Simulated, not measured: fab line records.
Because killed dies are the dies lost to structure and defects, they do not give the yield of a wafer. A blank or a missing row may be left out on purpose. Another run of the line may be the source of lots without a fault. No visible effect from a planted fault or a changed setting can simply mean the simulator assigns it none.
fab line records	flow nandHarc
record: lots: 24	wafers: 72	lastDay: 34
route steps=1302 shown A_CONTACT@1053
lots that met no fault: from a run of the same line without faults
startH: hours from the record's opening day to when the first of the lot's shown wafers began	waitH: time in hours since the lot's previous step	" repeats the value in the row above	L1.1+2: a single row standing in for several wafers	- no value, or no start given	* or withheld: withheld	< > ~ a bound
route shown NAME@n: names a module that has steps shown in the file, with the first one's number in the route	usual: the fault-free wafers' mean and standard deviation	same: alike in all rows	chamber/n: place in a boat	sites: the reading at each site	_std_site: standard deviation across them	_edge_site: mean of outer sites minus mean of inner sites	radiusMm: for every site, how far away it sits from the centre of the wafer	mask NAME#n: copy n	behind: the most recent tool/chamber to have shaped the wafer	hold: what put the lot on hold/how long, in hours/how the hold closed	device: the transistor (n, p or np) that didn't switch	end of line: tests run on the same wafers once the route is complete	where a step has no rows: the recipe by itself	killed: dies that structure and defects cost at the first sort, which is not the same as the wafer's yield	map: dies across one wafer; x = killed, . = not, _ = none there
set.NAME: the setting the step ran with; set.NAME@STEP: the setting that earlier step ran with	model.NAME: the simulator's own value behind a step, which no gauge read
steps of the route over a sample of lots; a table a step, a row a wafer
services: when a tool's chamber went out of use (startH, in hours from the record's first day, below 0 if earlier), for how many hours, and the reason
== steps ==
step: NHARC_A_CONTACT_ETCH_130
recipe: sourceW: withheld	pressureMtorr: 20	biasV: 3000	timeS: 197	targetDepthA: 19180	arFlowSccm: withheld	c4f8FlowSccm: withheld	o2FlowSccm: withheld	chemistry: C4F8/O2/Ar
usual: oesAirLineAu: 1.000/0.02
lot.wafer	tool	chamber	startH	waitH	oesAirLineAu	rfHoursCounterH
L074.2	harCapEtch-02	1	508.32	0.1	0.984	84
L074.1	"	0	"	"	1.007	84
L074.3	"	1	"	"	1.018	-
L075.2	harCapEtch-02	0	510.36	0.1	0.966	86
L075.1	"	1	"	"	1.004	86
L075.4	"	0	"	"	0.969	-
L076.3	harCapEtch-03	0	513.92	0.1	0.982	-
L076.6	"	0	"	"	1.024	-
L076.5	"	1	"	"	0.982	-
L077.1	harCapEtch-03	0	529.65	0.1	1.009	47
L077.2	"	1	"	"	1.010	47
L077.3	"	1	"	"	0.990	-
L078.1	harCapEtch-01	0	540.94	0.1	0.974	5
L078.4	"	1	"	"	1.024	-
L078.5	"	0	"	"	1.020	-
L080.1	harCapEtch-03	0	563.26	0.1	1.023	52
L080.2	"	1	"	"	1.030	52
L080.4	"	1	"	"	1.052	-
L079.4	harCapEtch-01	0	566.28	0.1	1.012	-
L079.6	"	1	"	"	1.007	-
L079.5	"	0	"	"	0.987	-
L081.2	harCapEtch-02	0	575.17	0.1	0.961	99
L081.3	"	0	"	"	0.974	-
L081.6	"	0	"	"	0.992	-
L082.2	harCapEtch-03	0	582.33	0.1	1.032	56
L082.6	"	0	"	"	1.013	-
L082.5	"	1	"	"	0.996	-
L084.2	harCapEtch-03	1	597.69	0.1	0.974	60
L084.4	"	0	"	"	1.040	-
L084.6	"	1	"	"	0.994	-
L083.2	harCapEtch-01	1	601.24	0.1	1.003	15
L083.4	"	1	"	"	1.001	-
L083.5	"	0	"	"	0.970	-
L085.2	harCapEtch-02	0	605.31	0.1	0.993	105
L085.3	"	0	"	"	1.032	-
L085.4	"	1	"	"	1.001	-
L086.2	harCapEtch-02	1	631.00	0.1	1.010	108
L086.3	"	0	"	"	1.005	-
L086.5	"	0	"	"	1.014	-
L087.2	harCapEtch-03	0	634.53	0.1	0.961	66
L087.3	"	0	"	"	0.967	-
L087.4	"	1	"	"	1.022	-
L089.1	harCapEtch-01	0	646.97	0.1	0.975	24
L089.2	"	1	"	"	1.002	24
L089.4	"	1	"	"	0.996	-
L090.2	harCapEtch-03	0	649.24	0.1	1.029	70
L090.3	"	0	"	"	1.009	-
L090.6	"	1	"	"	0.988	-
L088.2	harCapEtch-02	0	650.88	0.1	0.997	114
L088.3	"	1	"	"	1.043	-
L088.6	"	1	"	"	1.029	-
L091.1	harCapEtch-02	0	683.85	0.1	0.955	117
L091.4	"	1	"	"	1.003	-
L091.3	"	0	"	"	0.986	-
L092.1	harCapEtch-01	0	687.04	0.1	0.995	29
L092.5	"	1	"	"	1.004	-
L092.6	"	0	"	"	1.004	-
L093.1	harCapEtch-02	0	700.15	0.1	0.975	120
L093.3	"	1	"	"	0.985	-
L093.5	"	1	"	"	1.011	-
L094.4	harCapEtch-01	1	705.21	0.1	1.003	-
L094.3	"	0	"	"	1.018	-
L094.5	"	1	"	"	0.985	-
L095.1	harCapEtch-01	0	717.33	0.1	0.987	36
L095.4	"	1	"	"	1.028	-
L095.5	"	0	"	"	0.997	-
L096.3	harCapEtch-03	0	718.86	0.1	1.032	-
L096.4	"	1	"	"	0.996	-
L096.5	"	1	"	"	0.994	-
L097.1	harCapEtch-03	1	729.04	0.1	1.002	84
L097.4	"	1	"	"	0.979	-
L097.5	"	0	"	"	0.965	-
step: NHARC_A_CONTACT_ETCH_131
recipe: sourceW: withheld	pressureMtorr: 20	biasV: 3000	timeS: 197	targetDepthA: 19180	arFlowSccm: withheld	c4f8FlowSccm: withheld	o2FlowSccm: withheld	chemistry: C4F8/O2/Ar
usual: oesAirLineAu: 0.999/0.022
lot.wafer	tool	chamber	startH	waitH	oesAirLineAu	rfHoursCounterH
L074.2	harCapEtch-02	1	508.49	0.1	1.010	84
L074.1	"	0	"	"	0.993	84
L074.3	"	1	"	"	0.985	-
L075.2	harCapEtch-02	0	510.53	0.1	1.019	86
L075.1	"	1	"	"	1.003	86
L075.4	"	0	"	"	1.028	-
L076.3	harCapEtch-03	0	514.10	0.1	1.000	-
L076.6	"	0	"	"	1.010	-
L076.5	"	1	"	"	1.007	-
L077.1	harCapEtch-03	0	529.83	0.1	0.989	47
L077.2	"	1	"	"	0.985	47
L077.3	"	1	"	"	0.990	-
L078.1	harCapEtch-01	0	541.12	0.1	0.997	5
L078.4	"	1	"	"	1.011	-
L078.5	"	0	"	"	0.989	-
L080.1	harCapEtch-03	0	563.44	0.1	1.031	52
L080.2	"	1	"	"	0.999	52
L080.4	"	1	"	"	1.020	-
L079.4	harCapEtch-01	0	566.46	0.1	0.994	-
L079.6	"	1	"	"	1.045	-
L079.5	"	0	"	"	1.025	-
L081.2	harCapEtch-02	0	575.35	0.1	1.001	99
L081.3	"	0	"	"	1.008	-
L081.6	"	0	"	"	1.031	-
L082.2	harCapEtch-03	0	582.51	0.1	0.970	56
L082.6	"	0	"	"	1.008	-
L082.5	"	1	"	"	1.001	-
L084.2	harCapEtch-03	1	597.86	0.1	1.025	61
L084.4	"	0	"	"	0.945	-
L084.6	"	1	"	"	1.018	-
L083.2	harCapEtch-01	1	601.42	0.1	1.000	15
L083.4	"	1	"	"	0.988	-
L083.5	"	0	"	"	0.982	-
L085.2	harCapEtch-02	0	605.48	0.1	0.995	106
L085.3	"	0	"	"	1.021	-
L085.4	"	1	"	"	1.022	-
L086.2	harCapEtch-02	1	631.18	0.1	0.978	109
L086.3	"	0	"	"	1.004	-
L086.5	"	0	"	"	1.003	-
L087.2	harCapEtch-03	0	634.70	0.1	0.975	66
L087.3	"	0	"	"	1.028	-
L087.4	"	1	"	"	0.959	-
L089.1	harCapEtch-01	0	647.14	0.1	0.984	24
L089.2	"	1	"	"	1.009	24
L089.4	"	1	"	"	1.047	-
L090.2	harCapEtch-03	0	649.42	0.1	1.031	70
L090.3	"	0	"	"	1.024	-
L090.6	"	1	"	"	1.036	-
L088.2	harCapEtch-02	0	651.05	0.1	1.011	114
L088.3	"	1	"	"	1.027	-
L088.6	"	1	"	"	1.024	-
L091.1	harCapEtch-02	0	684.03	0.1	1.007	117
L091.4	"	1	"	"	1.001	-
L091.3	"	0	"	"	1.000	-
L092.1	harCapEtch-01	0	687.22	0.1	0.999	29
L092.5	"	1	"	"	0.993	-
L092.6	"	0	"	"	1.017	-
L093.1	harCapEtch-02	0	700.32	0.1	0.954	120
L093.3	"	1	"	"	0.983	-
L093.5	"	1	"	"	0.978	-
L094.4	harCapEtch-01	1	705.38	0.1	1.023	-
L094.3	"	0	"	"	0.961	-
L094.5	"	1	"	"	0.986	-
L095.1	harCapEtch-01	0	717.51	0.1	0.974	37
L095.4	"	1	"	"	0.996	-
L095.5	"	0	"	"	0.980	-
L096.3	harCapEtch-03	0	719.03	0.1	0.993	-
L096.4	"	1	"	"	0.982	-
L096.5	"	1	"	"	1.005	-
L097.1	harCapEtch-03	1	729.22	0.1	0.974	84
L097.4	"	1	"	"	1.015	-
L097.5	"	0	"	"	1.017	-
step: NHARC_A_CONTACT_ETCH_132
recipe: sourceW: withheld	pressureMtorr: 20	biasV: 3000	timeS: 197	targetDepthA: 19240	arFlowSccm: withheld	c4f8FlowSccm: withheld	o2FlowSccm: withheld	chemistry: C4F8/O2/Ar
usual: oesAirLineAu: 0.996/0.02
lot.wafer	tool	chamber	startH	waitH	oesAirLineAu	rfHoursCounterH
L074.2	harCapEtch-02	1	508.67	0.1	1.009	85
L074.1	"	0	"	"	0.995	85
L074.3	"	1	"	"	0.991	-
L075.2	harCapEtch-02	0	510.71	0.1	1.009	86
L075.1	"	1	"	"	1.002	86
L075.4	"	0	"	"	0.969	-
L076.3	harCapEtch-03	0	514.27	0.1	0.972	-
L076.6	"	0	"	"	1.000	-
L076.5	"	1	"	"	0.985	-
L077.1	harCapEtch-03	0	530.00	0.1	0.984	47
L077.2	"	1	"	"	1.018	47
L077.3	"	1	"	"	0.991	-
L078.1	harCapEtch-01	0	541.30	0.1	0.996	5
L078.4	"	1	"	"	0.995	-
L078.5	"	0	"	"	0.991	-
L080.1	harCapEtch-03	0	563.62	0.1	1.025	53
L080.2	"	1	"	"	1.013	53
L080.4	"	1	"	"	0.976	-
L079.4	harCapEtch-01	0	566.63	0.1	0.997	-
L079.6	"	1	"	"	1.004	-
L079.5	"	0	"	"	1.021	-
L081.2	harCapEtch-02	0	575.53	0.1	0.987	99
L081.3	"	0	"	"	0.981	-
L081.6	"	0	"	"	0.974	-
L082.2	harCapEtch-03	0	582.68	0.1	1.052	57
L082.6	"	0	"	"	1.031	-
L082.5	"	1	"	"	0.971	-
L084.2	harCapEtch-03	1	598.04	0.1	0.980	61
L084.4	"	0	"	"	0.980	-
L084.6	"	1	"	"	1.027	-
L083.2	harCapEtch-01	1	601.59	0.1	1.015	15
L083.4	"	1	"	"	0.979	-
L083.5	"	0	"	"	0.995	-
L085.2	harCapEtch-02	0	605.66	0.1	1.009	106
L085.3	"	0	"	"	0.994	-
L085.4	"	1	"	"	1.024	-
L086.2	harCapEtch-02	1	631.35	0.1	1.053	109
L086.3	"	0	"	"	0.954	-
L086.5	"	0	"	"	0.966	-
L087.2	harCapEtch-03	0	634.88	0.1	1.046	66
L087.3	"	0	"	"	1.025	-
L087.4	"	1	"	"	0.992	-
L089.1	harCapEtch-01	0	647.32	0.1	0.952	24
L089.2	"	1	"	"	0.994	24
L089.4	"	1	"	"	0.971	-
L090.2	harCapEtch-03	0	649.60	0.1	0.998	70
L090.3	"	0	"	"	1.003	-
L090.6	"	1	"	"	0.992	-
L088.2	harCapEtch-02	0	651.23	0.1	0.998	114
L088.3	"	1	"	"	0.983	-
L088.6	"	1	"	"	0.992	-
L091.1	harCapEtch-02	0	684.20	0.1	1.017	117
L091.4	"	1	"	"	1.007	-
L091.3	"	0	"	"	0.995	-
L092.1	harCapEtch-01	0	687.40	0.1	0.971	30
L092.5	"	1	"	"	0.988	-
L092.6	"	0	"	"	0.954	-
L093.1	harCapEtch-02	0	700.50	0.1	0.981	120
L093.3	"	1	"	"	0.994	-
L093.5	"	1	"	"	0.977	-
L094.4	harCapEtch-01	1	705.56	0.1	1.006	-
L094.3	"	0	"	"	0.970	-
L094.5	"	1	"	"	1.014	-
L095.1	harCapEtch-01	0	717.68	0.1	1.007	37
L095.4	"	1	"	"	1.032	-
L095.5	"	0	"	"	0.997	-
L096.3	harCapEtch-03	0	719.21	0.1	0.966	-
L096.4	"	1	"	"	0.986	-
L096.5	"	1	"	"	1.004	-
L097.1	harCapEtch-03	1	729.40	0.1	0.998	85
L097.4	"	1	"	"	0.973	-
L097.5	"	0	"	"	0.984	-
step: NHARC_A_CONTACT_ETCH_136
recipe: sourceW: withheld	pressureMtorr: 20	biasV: 1200	timeS: 311	targetDepthA: 19120	arFlowSccm: withheld	c4f8FlowSccm: withheld	o2FlowSccm: withheld	chemistry: C4F8/O2/Ar
usual: oesAirLineAu: 1.001/0.022
lot.wafer	tool	chamber	startH	waitH	oesAirLineAu	rfHoursCounterH
L074.1	harCapEtch-01	0	517.68	0.2	0.996	0
L074.2	"	1	"	"	0.999	0
L074.3	"	0	"	"	0.997	-
L075.2	harCapEtch-03	0	519.51	0.2	0.971	45
L075.1	"	1	"	"	0.983	45
L075.4	"	0	"	"	0.992	-
L076.3	harCapEtch-01	0	523.58	0.3	0.964	-
L076.5	"	0	"	"	1.008	-
L076.6	"	1	"	"	1.028	-
L077.2	harCapEtch-03	1	536.88	0.2	0.961	48
L077.1	"	0	"	"	0.974	48
L077.3	"	0	"	"	0.974	-
L078.1	harCapEtch-02	1	548.17	0.2	1.015	94
L078.4	"	1	"	"	1.014	-
L078.5	"	0	"	"	0.991	-
L080.2	harCapEtch-02	0	572.23	0.2	1.008	97
L080.1	"	1	"	"	0.998	97
L080.4	"	0	"	"	0.990	-
L079.4	harCapEtch-01	0	574.08	0.2	1.011	-
L079.5	"	0	"	"	1.008	-
L079.6	"	1	"	"	1.000	-
L081.2	harCapEtch-01	1	582.97	0.2	0.966	12
L081.3	"	0	"	"	1.041	-
L081.6	"	0	"	"	1.072	-
L082.2	harCapEtch-01	1	588.99	0.2	0.998	13
L082.5	"	0	"	"	0.991	-
L082.6	"	1	"	"	0.997	-
L084.2	harCapEtch-03	0	605.83	0.2	1.014	62
L084.4	"	0	"	"	1.040	-
L084.6	"	1	"	"	1.003	-
L083.2	harCapEtch-01	0	608.26	0.2	1.012	16
L083.4	"	1	"	"	0.993	-
L083.5	"	1	"	"	1.039	-
L085.2	harCapEtch-02	1	614.67	0.3	1.006	107
L085.3	"	0	"	"	1.026	-
L085.4	"	1	"	"	1.009	-
L086.2	harCapEtch-01	1	640.69	0.2	0.996	22
L086.3	"	1	"	"	0.984	-
L086.5	"	0	"	"	1.032	-
L087.2	harCapEtch-02	1	643.32	0.2	1.023	112
L087.3	"	1	"	"	0.999	-
L087.4	"	0	"	"	0.987	-
L089.1	harCapEtch-01	1	653.71	0.2	0.988	25
L089.2	"	0	"	"	1.001	25
L089.4	"	0	"	"	1.004	-
L090.2	harCapEtch-03	1	656.01	0.2	1.021	71
L090.3	"	0	"	"	0.973	-
L090.6	"	0	"	"	0.987	-
L088.2	harCapEtch-02	1	657.69	0.2	1.003	115
L088.3	"	0	"	"	0.997	-
L088.6	"	0	"	"	1.004	-
L091.1	harCapEtch-02	0	692.12	0.2	0.981	118
L091.4	"	1	"	"	0.994	-
L091.3	"	0	"	"	0.996	-
L092.1	harCapEtch-03	0	696.24	0.2	1.027	77
L092.5	"	1	"	"	0.947	-
L092.6	"	0	"	"	1.008	-
L093.1	harCapEtch-01	1	707.76	0.2	0.989	35
L093.3	"	0	"	"	0.983	-
L093.5	"	1	"	"	0.988	-
L094.3	harCapEtch-03	0	712.00	0.2	0.973	-
L094.4	"	1	"	"	1.027	-
L094.5	"	1	"	"	1.001	-
L095.1	harCapEtch-01	0	723.97	0.2	1.023	38
L095.4	"	1	"	"	1.017	-
L095.5	"	0	"	"	1.035	-
L096.4	harCapEtch-01	1	728.40	0.2	0.996	-
L096.3	"	0	"	"	1.033	-
L096.5	"	0	"	"	1.029	-
L097.1	harCapEtch-01	0	736.79	0.2	0.962	40
L097.4	"	0	"	"	0.978	-
L097.5	"	0	"	"	0.959	-
step: NHARC_A_CONTACT_STRIP_26
recipe: o2FlowSccm: 500	arFlowSccm: 0	biasW: 0	chemistry: O2
usual: drypumpMotorCurrentA: 5.7/0.42	mfcArSccm: 0.012/0.012	oesProductAu: 1.003/0.0069	rfVppV: 57.9/0.87	showerheadPlenumPTorr: 3.57/0.18	throttleValvePct: 17.036/0.0087
same: biasW: 0
lot.wafer	tool	chamber	startH	waitH	drypumpMotorCurrentA	mfcArSccm	oesProductAu	rfHoursCounterH	rfVppV	showerheadPlenumPTorr	throttleValvePct
L074.2	rieDiel-04	1	-	-	6.3	0.012	1.008	53	58.7	3.40	17.042
L074.1	"	2	"	"	6.3	0.000	1.012	54	57.5	3.60	17.028
L074.3	"	3	"	"	5.5	0.025	1.013	47	58.2	3.78	17.029
L075.2	rieDiel-05	2	-	-	5.8	0	0.992	16	58.3	3.35	17.020
L075.4	"	3	"	"	5.2	0.008	1.004	19	57.0	3.80	17.037
L075.1	"	0	"	"	6.1	0.038	0.997	13	56.9	3.50	17.042
L076.3	rieDiel-05	3	-	-	5.2	0.008	1.005	20	58.0	3.80	17.031
L076.6	"	3	"	"	5.2	0.008	1.011	-	58.8	3.80	17.035
L076.5	"	0	"	"	6.1	0.038	1.003	-	57.1	3.50	17.028
L077.1	rieDiel-01	3	-	-	6.0	0.014	1.002	52	56.8	3.74	17.036
L077.3	"	0	"	"	5.6	0.016	1.008	55	57.5	3.38	17.060
L077.2	"	1	"	"	5.4	0	1.010	56	58.0	3.42	17.028
L078.4	rieDiel-01	0	-	-	5.7	0.016	1.002	59	57.8	3.37	17.049
L078.1	"	1	"	"	5.4	0	0.997	60	56.4	3.42	17.054
L078.5	"	0	"	"	5.8	0.016	1.003	-	58.1	3.37	17.042
L080.2	rieDiel-05	0	-	-	6.0	0.038	1.004	23	56.8	3.49	17.042
L080.1	"	3	"	"	5.2	0.008	1.006	29	57.9	3.79	17.042
L080.4	"	0	"	"	6.1	0.038	0.997	-	58.8	3.49	17.045
L079.5	rieDiel-05	1	-	-	5.1	0	1.009	-	58.2	3.72	17.054
L079.6	"	3	"	"	5.2	0.008	1.003	-	58.3	3.79	17.028
L079.4	"	0	"	"	6.0	0.038	0.990	-	58.7	3.50	17.027
L081.2	rieDiel-01	0	-	-	5.7	0.016	1.001	8	57.4	3.37	17.033
L081.3	"	1	"	"	5.4	0	1.001	8	56.7	3.41	17.039
L081.6	"	3	"	"	5.9	0.014	1.003	-	57.4	3.74	17.037
L082.2	rieDiel-01	1	-	-	5.4	0	1.007	10	58.5	3.41	17.030
L082.6	"	2	"	"	6.1	0	1.006	-	57.9	3.77	17.039
L082.5	"	3	"	"	5.9	0.014	1.010	-	58.5	3.73	17.017
L084.4	rieDiel-04	1	-	-	6.3	0.012	1.007	19	58.9	3.39	17.032
L084.2	"	3	"	"	5.4	0.025	1.022	22	58.1	3.76	17.046
L084.6	"	0	"	"	6.2	0.017	1.005	-	56.7	3.33	17.040
L083.2	rieDiel-05	2	-	-	5.9	0	1.002	4	58.1	3.34	17.043
L083.4	"	1	"	"	5.1	0	1.005	3	56.9	3.72	17.031
L083.5	"	2	"	"	5.9	0	1.006	-	57.0	3.34	17.026
L085.2	rieDiel-05	1	-	-	5.1	0	1.010	4	58.5	3.72	17.041
L085.3	"	2	"	"	5.9	0	0.997	4	57.9	3.34	17.049
L085.4	"	3	"	"	5.2	0.008	0.999	4	59.0	3.79	17.026
L086.2	rieDiel-04	3	-	-	5.5	0.025	1.003	37	58.5	3.76	17.043
L086.3	"	0	"	"	6.2	0.017	0.991	36	57.1	3.33	17.040
L086.5	"	0	"	"	6.2	0.017	0.996	-	57.4	3.33	17.039
L087.2	rieDiel-01	1	-	-	5.4	0	1.009	30	57.1	3.40	17.056
L087.3	"	2	"	"	6.1	0	1.004	26	58.0	3.75	17.015
L087.4	"	0	"	"	5.7	0.016	0.994	28	56.8	3.36	17.041
L089.2	rieDiel-01	0	-	-	5.6	0.016	1.011	32	57.8	3.35	17.046
L089.1	"	1	"	"	5.4	0	1.016	36	57.0	3.40	17.031
L089.4	"	2	"	"	6.1	0	1.002	32	58.8	3.75	17.048
L090.3	rieDiel-01	0	-	-	5.7	0.016	1.001	33	56.2	3.35	17.034
L090.2	"	2	"	"	6.1	0	0.993	32	57.1	3.75	17.042
L090.6	"	0	"	"	5.7	0.016	1.005	-	57.5	3.35	17.027
L088.3	rieDiel-05	1	-	-	5.1	0	1.005	12	58.2	3.71	17.022
L088.2	"	2	"	"	5.8	0	0.999	12	57.7	3.34	17.032
L088.6	"	2	"	"	5.8	0	1.003	-	56.9	3.34	17.039
L091.3	rieDiel-04	0	-	-	6.2	0.017	1.004	56	57.0	3.32	17.045
L091.4	"	2	"	"	6.3	0.000	0.995	47	57.9	3.57	17.029
L091.1	"	3	"	"	5.5	0.025	1.001	56	59.2	3.74	17.043
L092.1	rieDiel-04	2	-	-	6.3	0.000	0.997	47	59.2	3.57	17.039
L092.5	"	1	"	"	6.3	0.012	1.000	-	57.3	3.37	17.038
L092.6	"	2	"	"	6.3	0.000	0.989	-	57.4	3.57	17.034
L093.1	rieDiel-05	0	-	-	6.0	0.038	1.008	18	58.1	3.48	17.021
L093.3	"	1	"	"	5.1	0	1.013	19	58.8	3.71	17.030
L093.5	"	3	"	"	5.2	0.008	1.010	-	59.3	3.78	17.045
L094.3	rieDiel-05	3	-	-	5.2	0.008	1.012	19	58.0	3.78	17.030
L094.4	"	0	"	"	6.0	0.038	1.008	18	57.5	3.48	17.014
L094.5	"	3	"	"	5.2	0.008	1.015	-	59.6	3.78	17.030
L095.4	rieDiel-05	3	-	-	5.2	0.008	1.018	23	57.7	3.78	17.050
L095.1	"	1	"	"	5.1	0	1.004	22	57.2	3.71	17.031
L095.5	"	2	"	"	5.9	0	1.005	-	59.0	3.33	17.034
L096.3	rieDiel-01	0	-	-	5.7	0.016	0.996	64	57.5	3.34	17.036
L096.4	"	2	"	"	6.1	0	1.000	59	57.7	3.74	17.039
L096.5	"	3	"	"	5.9	0.014	1.008	-	57.2	3.71	17.028
L097.1	rieDiel-05	1	-	-	5.1	0	0.996	26	58.1	3.71	17.040
L097.4	"	2	"	"	5.8	0	0.986	26	56.3	3.33	17.035
L097.5	"	3	"	"	5.2	0.008	0.999	-	57.8	3.77	17.034
step: NHARC_A_CONTACT_CMP_20
recipe: tOverpolishS: 30	targetThkNm: 300
usual: edgeZonePressureFrac: 1.000/0.0049	motorCurrentA: 11.9/1	overpolishRunS: 29.999/0.0096	timeToEndpointS: 60.6/2.7
lot.wafer	tool	chamber	startH	waitH	edgeZonePressureFrac	motorCurrentA	overpolishRunS	timeToEndpointS
L074.1	cmp-04	0	521.31	0.7	1.005	14.0	29.990	59.4
L074.2	"	2	"	"	0.995	10.9	29.999	58.0
L074.3	"	3	"	"	1.003	12.0	29.992	61.2
L075.4	cmp-02	3	523.17	0.4	0.998	13.0	30.008	59.2
L075.2	"	1	"	"	0.998	11.6	29.988	56.8
L075.1	"	2	"	"	0.997	12.2	29.998	57.4
L076.3	cmp-03	2	527.44	0.5	0.992	10.3	30.011	60.8
L076.6	"	2	"	"	0.994	11.0	29.989	63.3
L076.5	"	3	"	"	0.990	14.1	30.008	63.4
L077.2	cmp-03	0	540.63	0.8	0.991	11.2	29.994	64.5
L077.3	"	1	"	"	1.003	12.3	29.999	63.3
L077.1	"	3	"	"	0.995	13.2	30.000	65.4
L078.1	cmp-04	0	552.31	0.8	1.001	13.1	29.999	61.5
L078.4	"	3	"	"	0.995	11.6	29.995	61.4
L078.5	"	0	"	"	1.001	13.9	30.001	62.0
L080.4	cmp-03	2	575.93	0.5	1.000	10.9	29.991	58.7
L080.2	"	3	"	"	0.989	12.9	29.994	59.6
L080.1	"	1	"	"	1.004	13.2	29.990	62.4
L079.4	cmp-03	0	577.77	0.5	0.991	11.3	29.993	63.2
L079.5	"	0	"	"	1.007	11.0	29.993	66.0
L079.6	"	1	"	"	1.007	13.0	29.998	63.2
L081.2	cmp-04	3	586.84	0.7	0.997	11.0	29.989	61.3
L081.3	"	1	"	"	0.998	10.6	29.985	58.5
L081.6	"	3	"	"	0.990	11.2	29.995	60.3
L082.2	cmp-02	2	592.73	0.7	0.999	12.3	29.991	61.0
L082.6	"	1	"	"	1.005	11.4	30.015	63.7
L082.5	"	2	"	"	1.002	12.4	29.994	58.0
L084.4	cmp-02	2	609.57	0.5	0.997	12.1	29.991	56.1
L084.2	"	3	"	"	0.994	12.7	29.996	59.9
L084.6	"	3	"	"	1.003	12.7	30.005	56.8
L083.4	cmp-02	0	612.10	0.6	1.002	11.5	29.999	58.9
L083.2	"	1	"	"	1.004	11.0	29.998	59.7
L083.5	"	3	"	"	1.003	12.6	29.998	57.9
L085.3	cmp-03	2	618.99	0.4	1.007	10.7	29.992	57.5
L085.4	"	3	"	"	1.002	13.6	29.978	59.5
L085.2	"	0	"	"	1.000	11.3	30.006	60.3
L086.3	cmp-04	0	644.43	0.4	1.001	14.3	30.001	61.9
L086.2	"	2	"	"	0.995	11.6	30.009	60.5
L086.5	"	0	"	"	0.998	14.1	29.994	62.1
L087.3	cmp-04	2	646.94	0.4	1.003	11.0	30.012	53.3
L087.2	"	3	"	"	1.005	11.2	30.009	57.2
L087.4	"	0	"	"	0.995	13.5	30.006	57.0
L089.1	cmp-02	1	657.94	0.7	0.994	11.3	29.987	64.8
L089.4	"	2	"	"	0.997	12.4	29.992	60.1
L089.2	"	3	"	"	0.999	12.2	29.993	59.5
L090.3	cmp-03	2	659.62	0.4	1.002	10.9	29.997	59.4
L090.2	"	0	"	"	0.994	11.4	29.996	62.2
L090.6	"	1	"	"	0.998	12.2	30.009	63.2
L088.2	cmp-02	3	661.33	0.6	1.002	12.2	30.009	60.5
L088.3	"	1	"	"	0.993	11.7	30.013	62.9
L088.6	"	3	"	"	1.003	12.5	30.011	62.2
L091.3	cmp-04	1	695.70	0.5	0.997	10.5	29.984	62.9
L091.4	"	3	"	"	1.008	11.4	30.014	62.2
L091.1	"	0	"	"	1.006	14.0	29.996	61.2
L092.1	cmp-02	3	699.89	0.7	1.009	12.9	29.995	62.2
L092.6	"	0	"	"	0.992	11.5	29.996	66.3
L092.5	"	1	"	"	0.996	11.5	29.992	63.2
L093.3	cmp-03	0	711.59	0.4	1.006	11.4	30.004	58.8
L093.1	"	1	"	"	0.989	12.3	30.018	57.3
L093.5	"	2	"	"	0.994	10.4	29.997	57.0
L094.4	cmp-04	0	715.57	0.5	0.996	13.9	29.996	59.1
L094.3	"	1	"	"	1.001	11.1	29.995	59.6
L094.5	"	1	"	"	1.001	10.5	29.991	61.1
L095.4	cmp-03	1	727.56	0.5	0.994	12.3	30.002	61.1
L095.1	"	2	"	"	1.006	10.4	30.003	56.3
L095.5	"	1	"	"	0.996	12.4	30.017	59.0
L096.3	cmp-03	3	731.94	0.4	1.006	12.5	29.993	62.8
L096.4	"	0	"	"	0.995	11.2	30.004	64.1
L096.5	"	0	"	"	1.011	11.0	29.992	63.2
L097.1	cmp-03	0	740.42	0.8	1.007	10.5	30.021	60.6
L097.4	"	1	"	"	1.000	12.5	29.996	59.4
L097.5	"	0	"	"	1.005	11.4	29.998	58.4
== services ==
tool	chamber	startH	hours	kind
rieDiel-05	-	494.31	0.5	repair
harCapEtch-01	-	499.30	17.0	pm
cmp-04	-	503.13	4.0	pm
rieDiel-01	1	507.78	6.3	repair
cmp-02	-	508.99	5.0	repair
rieDiel-05	0	511.09	9.4	repair
harCapEtch-01	-	521.88	0.6	repair
rieDiel-01	-	523.00	1.1	repair
cmp-02	-	526.59	4.0	pm
cmp-02	-	533.52	2.0	repair
cmp-04	-	536.09	5.5	repair
cmp-03	-	554.10	4.0	pm
cmp-04	-	556.81	1.5	repair
rieDiel-01	-	560.45	9.0	pm
rieDiel-05	-	583.60	9.0	pm
rieDiel-01	3	623.38	3.3	repair
rieDiel-05	1	631.10	2.5	repair
cmp-03	-	649.12	0.9	repair
cmp-03	-	652.20	4.0	pm
rieDiel-05	0	678.00	13.1	repair
rieDiel-01	3	708.29	2.5	repair
cmp-03	-	720.94	5.8	repair
harCapEtch-01	-	733.05	0.3	repair
rieDiel-01	-	737.48	9.0	pm
== key ==
fault none
